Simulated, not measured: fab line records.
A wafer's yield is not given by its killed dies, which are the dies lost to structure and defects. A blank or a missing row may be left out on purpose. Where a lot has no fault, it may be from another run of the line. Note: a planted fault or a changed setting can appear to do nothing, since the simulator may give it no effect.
Chamber matching    flow n5 finfet    N5_BEOL_M2_STRIP_36 on rie diel-02 has 4 sister chambers
The step strips in N2/H2. 18 wafers are shown with their chamber, then 9 later ones without.

EACH WAFER AND ITS CHAMBER
wafer   chamber  showerhead plenum p Torr (Torr)  drypump motor current A (A)  throttle valve pct (%)
L075.3  2        2.52                             5.0                          23.60
L075.5  0        2.59                             5.3                          23.93
L075.6  2        2.52                             5.0                          23.65
L078.1  3        2.68                             5.7                          23.67
L078.3  0        2.59                             5.3                          23.96
L078.6  1        2.63                             5.5                          23.79
L081.2  3        2.68                             5.8                          23.70
L081.4  0        2.59                             5.3                          23.96
L081.6  3        2.68                             5.7                          23.68
L083.4  2        2.51                             5.0                          23.65
L083.5  3        2.68                             5.8                          23.70
L083.6  2        2.51                             5.0                          23.64
L082.1  0        2.59                             5.3                          23.98
L082.2  1        2.63                             5.6                          23.80
L082.4  3        2.68                             5.8                          23.69
L084.3  3        2.68                             5.7                          23.68
L084.4  0        2.59                             5.3                          23.99
L084.5  0        2.59                             5.3                          23.98

SIGNATURES, as means of the wafers listed above
reading                   chamber 0  chamber 1  chamber 2  chamber 3  scatter within a chamber
showerhead plenum p Torr  2.5900     2.6300     2.5150     2.6800     0.00267
drypump motor current A   5.300      5.550      5.000      5.750      0.0378
throttle valve pct        23.9667    23.7950    23.6350    23.6867    0.0185
Rule: for each reading, subtract the chamber's mean from the wafer's reading, divide by that reading's scatter and square the result; add these up over the readings and take the root, which gives the wafer's distance from the chamber. The wafer belongs to the nearest chamber; if the next one is less than 2 further off, it can't be placed. The scatter: take each reading less its chamber's mean, square it, sum over the shown wafers, divide by the number of wafers less the number of chambers, and take the root.

WAFERS WITHOUT THEIR CHAMBER
wafer   showerhead plenum p Torr (Torr)  drypump motor current A (A)  throttle valve pct (%)
L090.1  2.58                             5.3                          23.97
L090.4  2.50                             5.0                          23.67
L090.6  2.67                             5.8                          23.71
L088.1  2.62                             5.5                          23.77
L088.2  2.58                             5.3                          24.02
L088.4  2.67                             5.8                          23.71
L096.2  2.62                             5.6                          23.81
L096.3  2.57                             5.3                          24.03
L096.4  2.62                             5.5                          23.82

WHICH CHAMBER EACH WENT THROUGH
wafer   from the rows above  in truth
L090.1  0                    0
L090.4  2                    2
L090.6  3                    3
L088.1  1                    1
L088.2  0                    0
L088.4  3                    3
L096.2  1                    1
L096.3  0                    0
L096.4  1                    1
9 of 9 placed correctly. From these rows, 0 cannot be placed. 0 placed wrongly.
